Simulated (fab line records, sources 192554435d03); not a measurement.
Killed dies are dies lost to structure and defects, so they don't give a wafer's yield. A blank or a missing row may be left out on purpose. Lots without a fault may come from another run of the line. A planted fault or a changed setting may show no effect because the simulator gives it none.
A struck lot beside a sound one | flow n5_finfet | 14 steps out of a route of 1938
Sound: wafers L869.1, L869.3, L869.4. Struck: wafer L881.2. (L881.4 of the same lot was not struck and is left out.) The cause comes at the end.
At each step with rows: each side's tool, then ch and its chambers, then its first start. Under that, the readings that differ: sound wafers | struck wafers | difference of the means | sigmas: that difference in standard deviations of wafers without a fault.
alike: readings whose means differ by less than 2 such deviations, and words and numbers that are the same on both sides. not compared: withheld readings, readings that some wafer has no value for, bounds like >300 that may hide the same value, and numbers for which the record gives no deviation and whose values overlap.
The two part at a step that has a row with sigmas, a row that says differs or no value, or rows on one side only. Numbers that don't overlap but have no deviation are shown without sigmas and don't part them. A reading that every wafer of one side lacks parts them only if that side has two wafers or more.

N5_HKMG_FIN_CMP_94: polishes, stops on SiNx, t overpolish 4.7 s, target thk 43.299 nm.
  sound on cmp-04 ch 0,1,2, day 5 01:12; struck on cmp-04 ch 0, day 8 03:43
  alike: motor_current_A, slurry_filter_dp_kPa
N5_HKMG_FIN_INSPECT_28: inspects for defects (darkfield).
  sound on defect_inspect-02, day 5 01:26; struck on defect_inspect-02, day 8 03:53
  alike: raw_defect_count
then, 1 step without rows for these wafers: N5_GATE_CUT_ETCHBACK_00 (etches W in SF6/Cl2).
N5_GATE_CUT_ETCH_56: etches TiN in Cl2/Ar, target depth 21.6 nm.
  sound on rie_metal-02 ch 0,1, day 5 01:35; struck on rie_metal-03 ch 1, day 8 04:02
  alike: drypump_motor_current_A, he_backside_leak_sccm, oes_ar_750_au, oes_product_au, throttle_valve_pct
  not compared: rf_hours_counter_h
then, 2 steps without rows for these wafers: N5_GATE_CUT_ETCHBACK_30 (etches TiN in Cl2/Ar, target depth 3 nm); N5_GATE_CUT_VAPOR_ETCH_60 (etches HfO2 in BCl3/Cl2).
N5_GATE_CUT_ETCH_58: etches SiNx in CH3F/O2, target depth 17 nm, time 128.6 s.
  sound on rie_diel-04 ch 0,1,2, day 5 01:45; struck on rie_diel-02 ch 3, day 8 04:13
  alike: drypump_motor_current_A, oes_product_au, rf_vpp_V, showerhead_plenum_p_Torr, throttle_valve_pct
  not compared: rf_hours_counter_h
N5_GATE_CUT_STRIP_59: strips in N2/H2, time 20 s.
  sound on rie_diel-04 ch 0,1,2, day 5 01:52; struck on rie_diel-02 ch 3, day 8 04:20
  reading             | sound             | struck | difference | sigmas
  n2_flow_sccm (sccm) | 299.8 300.7 301.4 | 298.1  | -2.5       | -3
  alike: drypump_motor_current_A, oes_product_au, rf_vpp_V, showerhead_plenum_p_Torr, throttle_valve_pct
  not compared: rf_hours_counter_h
then, 2 steps without rows for these wafers: N5_GATE_CUT_PRECLEAN_31 (cleans in DIW, time 300 s); N5_GATE_CUT_SRD_32 (time 30 s).
N5_GATE_CUT_SAC_CAP_01: material SiNx, target thk 24 nm, pulse time 1 s, ald cycles 480.
  sound on ald_sin-03 ch 0,1,2, day 5 02:30; struck on ald_sin-03 ch 2, day 8 04:33
  alike: heater_power_w, precursor_pulse_height_rel, susceptor_temp_C
N5_GATE_CUT_PECVD_57: deposits SiNx from SiH4/NH3/N2, target thk 21 nm.
  sound on pecvd-04 ch 0,2, day 5 04:41; struck on pecvd-04 ch 2, day 8 06:44
  reading                                     | sound          | struck | difference | sigmas
  model.SiNx_of_GATE_CUT_PECVD_57.thk_nm (nm) | 21.4 21.4 21.6 | 27.4   | +5.9       |
  alike: heater_power_w, showerhead_plenum_p_Torr, susceptor_temp_C, throttle_valve_pct
N5_GATE_CUT_CMP_02: polishes, stops on SiO2, t overpolish 12.7 s, target thk 0 nm.
  sound on cmp-03 ch 0,2,3, day 5 04:48; struck on cmp-04 ch 3, day 8 06:52
  reading                    | sound             | struck | difference | sigmas
  slurry_filter_dp_kPa (kPa) | 13.50 13.45 13.36 | 13.76  | +0.32      | +2
  time_to_endpoint_s (s)     | 21.5 20.0 24.9    | 29.9   | +7.8       | +4
  alike: motor_current_A
-- the record jumps here: 9 days lie between the struck wafers' starts before and after (it left off in module GATE_CUT and takes up again in module PASSIVATION, whose first step shown is number 1936 of the route) --
N5_PASSIVATION_PROBE_49:
  sound on prober-02, day 13 15:18; struck on prober-01, day 17 07:21
  reading             | sound       | struck | difference | sigmas
  killed_at_contacts  | 23 14 25    | 6      | -15        | -2
  killed_at_front_end | 52 60 38    | 29     | -21        | -2
  killed_at_other     | 11 6 8      | 2      | -6         | -2
  killed_dies         | 142 133 135 | 86     | -51        | -3
  killed_open         | 93 90 90    | 52     | -39        | -3
  alike: killed_at_M0_to_M3, killed_at_M4_up, killed_short

WHERE THEY PART
First at N5_GATE_CUT_STRIP_59; last, within this record, at N5_PASSIVATION_PROBE_49.

WHY: what the simulator had put in
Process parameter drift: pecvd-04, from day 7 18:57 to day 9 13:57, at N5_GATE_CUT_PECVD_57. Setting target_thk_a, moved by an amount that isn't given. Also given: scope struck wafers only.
